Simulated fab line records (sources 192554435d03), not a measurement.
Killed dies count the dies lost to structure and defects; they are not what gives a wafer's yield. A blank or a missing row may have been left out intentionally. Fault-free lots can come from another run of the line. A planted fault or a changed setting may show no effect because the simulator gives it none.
Split-lot trial	flow n5 finfet	7 lots, 21 wafers read, on a route of 1938 steps

== THE SPLIT ITSELF ==
At N5_SD_EPI_P_EPI_21 (deposits SiGe:B, time 355 s), the setting epi growth time s was moved away from the recipe's 355 s on 6 of the 21 wafers read, by -9.9% to +7.5%. For the rest of the wafers, this setting stayed at what the recipe calls for.

== FROM THE SPLIT TO THE READING: what the file shows between them, 5 steps ==
- N5_SD_EPI_P_HM_STRIP_48: strips SiNx in H3PO4, material SiNx, target depth 3 nm
- N5_SD_EPI_P_SRD_49: time 30 s
- N5_SD_EPI_P_PRECLEAN_24: cleans in O3/DIW, time 45 s
- N5_SD_ACTIVATION_RTA_00: time 0 s
- N5_SD_ACTIVATION_LSA_01: time 0.0008 s

== THE READING ==
RS_SD_P (ohm/sq), read at N5_SD_ACTIVATION_RS_MEAS_03 with a four-point probe. A value of 56.1 ohm/sq with a standard deviation of 0.82 ohm/sq is what fault-free wafers of this fab line usually give.

wafer	tool, chamber at the split	epi growth time s as run, s	against the recipe	RS_SD_P, ohm/sq	against lot-mates on the recipe
L077.3	epi rpcvd-01, 0	355	recipe	54.6	-
L077.5	epi rpcvd-01, 0	355	recipe	54.9	-
L077.6	epi rpcvd-01, 0	355	recipe	54.2	-
L078.1	epi rpcvd-01, 0	355	recipe	54.8	-
L078.2	epi rpcvd-01, 0	364.8	+2.8%	54.7	-0.3
L078.6	epi rpcvd-01, 0	355	recipe	55.3	-
L082.3	epi rpcvd-03, 0	355	recipe	55.0	-
L082.4	epi rpcvd-03, 0	355	recipe	55.8	-
L082.5	epi rpcvd-03, 0	330.9	-6.8%	58.5	+3.1
L090.1	epi rpcvd-03, 0	355	recipe	57.7	-
L090.3	epi rpcvd-03, 0	341.7	-3.7%	58.8	+1.1
L090.6	epi rpcvd-03, 0	341.7	-3.7%	59.2	+1.5
L092.1	epi rpcvd-03, 0	355	recipe	56.3	-
L092.2	epi rpcvd-03, 0	355	recipe	56.1	-
L092.6	epi rpcvd-03, 0	355	recipe	55.7	-
L094.3	epi rpcvd-02, 0	319.9	-9.9%	59.7	+3.9
L094.4	epi rpcvd-02, 0	355	recipe	55.8	-
L094.6	epi rpcvd-02, 0	355	recipe	55.8	-
L095.3	epi rpcvd-03, 0	355	recipe	55.7	-
L095.5	epi rpcvd-03, 0	355	recipe	55.4	-
L095.6	epi rpcvd-03, 0	381.6	+7.5%	52.4	-3.1

FIT RESULTS
A straight line over all 21 wafers: RS_SD_P changes by -0.47 ohm/sq for each +1% of epi growth time s; r = -0.87; the points scatter about the line by 0.91 ohm/sq.
The same after taking each lot's own level away (the mean of its wafers on the recipe; 21 wafers): -0.397 ohm/sq for each +1%; r = -0.98; scatter 0.31 ohm/sq.
The reading moves by 3.9 ohm/sq for the largest change in epi growth time s, on that fit.
Measured against the standard deviation above, the lots' own levels, which go from 54.57 to 57.70 ohm/sq, span 3.8 times it.
In other words, the slope is changed by the lot-to-lot level; the two fits disagree.
Check: +3.99 ohm/sq against its lot-mates is what the line predicts for one of the wafers moved furthest among these (-9.9%) when that wafer is left out of the fit. It came out at +3.9 ohm/sq against them.

== THE WHOLE CHAIN: every reading that the file lists as answering this split, in the file's order ==
step	what it does	reading	change (the file's fit)	r (the file's)
N5_SD_EPI_P_EPI_21	deposits SiGe:B, time 355 s	SiGe-B_of_SD_EPI_P_EPI_21.thk nm (the simulator's own value, which no gauge read)	+0.428 nm for each +1% of the setting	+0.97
N5_SD_EPI_P_HM_STRIP_48	strips SiNx in H3PO4, material SiNx, target depth 3 nm	SiGe-B_of_SD_EPI_P_EPI_21.thk nm (the simulator's own value, which no gauge read)	+0.41 nm for each +1% of the setting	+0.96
N5_SD_ACTIVATION_RS_MEAS_03	measures by four-point-probe	RS_SD_P	-0.398 for each +1% of the setting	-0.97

== FILE'S OWN FIT ==
RS_SD_P changes by -0.398 ohm/sq for each +1% of epi growth time s, r = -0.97.
